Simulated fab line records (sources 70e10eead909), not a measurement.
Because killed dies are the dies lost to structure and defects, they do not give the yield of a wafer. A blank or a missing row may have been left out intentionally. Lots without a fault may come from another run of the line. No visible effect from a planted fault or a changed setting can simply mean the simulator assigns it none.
Chamber matching ; flow nand_harc ; 4 sister chambers for NHARC_P_GATE_DESCUM_61 on rie_diel-09
The step chemistry O2, time 3 s. 14 wafers are shown with their chamber, then 7 later ones without.

== EACH WAFER AND ITS CHAMBER ==
wafer;chamber;drypump_motor_current_A (A);showerhead_plenum_p_Torr (Torr);rf_vpp_V (V)
L404.1;3;6.3;1.89;57.6
L404.5;3;6.3;1.89;57.8
L404.6;0;5.4;1.99;58.5
L410.1;2;6.1;1.99;58.5
L410.2;1;6.0;1.86;57.8
L410.4;0;5.5;1.99;58.8
L414.1;1;6.0;1.85;56.0
L414.4;3;6.3;1.88;57.9
L414.6;0;5.4;1.99;57.0
L418.3;2;6.1;1.99;57.9
L418.5;3;6.3;1.88;56.3
L418.6;2;6.1;1.99;58.4
L419.2;1;6.0;1.85;56.5
L419.3;3;6.3;1.88;57.6

SIGNATURES (averages over the wafers above)
reading;chamber 0;chamber 1;chamber 2;chamber 3;scatter within a chamber
drypump_motor_current_A;5.433;6.000;6.100;6.300;0.0258
showerhead_plenum_p_Torr;1.9900;1.8533;1.9900;1.8840;0.00432
rf_vpp_V;58.100;56.767;58.267;57.440;0.741
Rule: distance of a wafer from a chamber = root of the sum over the readings of ((wafer's reading minus chamber's mean) / reading's scatter) squared. The wafer belongs to the nearest chamber; if the next one is less than 2 further off, it can't be placed. The scatter: the root of (the sum of the squares of (reading less its chamber's mean) over the shown wafers, divided by (wafers less chambers)).

== WAFERS WHOSE CHAMBER IS MISSING ==
wafer;drypump_motor_current_A (A);showerhead_plenum_p_Torr (Torr);rf_vpp_V (V)
L419.5;6.3;1.88;58.7
L421.1;5.4;1.98;58.4
L421.4;6.0;1.85;57.8
L421.6;5.4;1.98;57.7
L420.1;6.1;1.99;58.3
L420.2;5.5;1.98;58.8
L420.4;6.3;1.88;56.9

== CHAMBER TAKEN BY EACH ==
wafer;from the rows above;in truth
L419.5;3;3
L421.1;0;0
L421.4;1;1
L421.6;0;0
L420.1;2;2
L420.2;0;0
L420.4;3;3
7 of 7 placed correctly. Not placeable from these rows: 0. Placed wrongly: 0.
